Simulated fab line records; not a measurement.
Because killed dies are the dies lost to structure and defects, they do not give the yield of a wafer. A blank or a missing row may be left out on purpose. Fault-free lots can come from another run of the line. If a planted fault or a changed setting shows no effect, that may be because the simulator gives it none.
Chamber matching + flow n5 finfet + rie diel-04 running N5_GATE_CUT_STRIP_41: 3 sister chambers
The step strips in CF4. 3 wafers are shown with their chamber, then 5 later ones without.

== WAFERS WITH THEIR CHAMBER ==
| wafer  | chamber | drypump motor current A (A) |
|--------|---------|-----------------------------|
| L086.3 | 0       | 5.6                         |
| L087.2 | 3       | 6.0                         |
| L087.5 | 1       | 5.6                         |

== WAFERS WITHOUT THEIR CHAMBER ==
| wafer  | drypump motor current A (A) |
|--------|-----------------------------|
| L088.1 | 5.5                         |
| L088.2 | 6.0                         |
| L088.6 | 5.6                         |
| L090.4 | 5.5                         |
| L090.6 | 5.6                         |

== THE CHAMBER EACH PASSED THROUGH ==
| wafer  | from the rows above     | in truth |
|--------|-------------------------|----------|
| L088.1 | can't be placed: 0 or 1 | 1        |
| L088.2 | 3                       | 3        |
| L088.6 | can't be placed: 0 or 1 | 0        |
| L090.4 | can't be placed: 0 or 1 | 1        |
| L090.6 | can't be placed: 0 or 1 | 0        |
Correct placement for 1 of the 5. These rows do not allow placing 4 (true chamber among the candidates in 4). 0 placed wrongly.
How it was worked out, from the rows above alone: a wafer's distance from a chamber is the root of the sum, over the readings, of the square of ((its reading less the chamber's mean) divided by the reading's scatter). If the next closest chamber is less than 2 further off than the closest, the wafer can't be placed; otherwise it belongs to the closest. For every chamber, the mean is computed from those of its wafers that are shown. The scatter (one wafer shown for each chamber): square how far every hidden wafer sits from the nearest shown wafer, average those squares and take the square root.
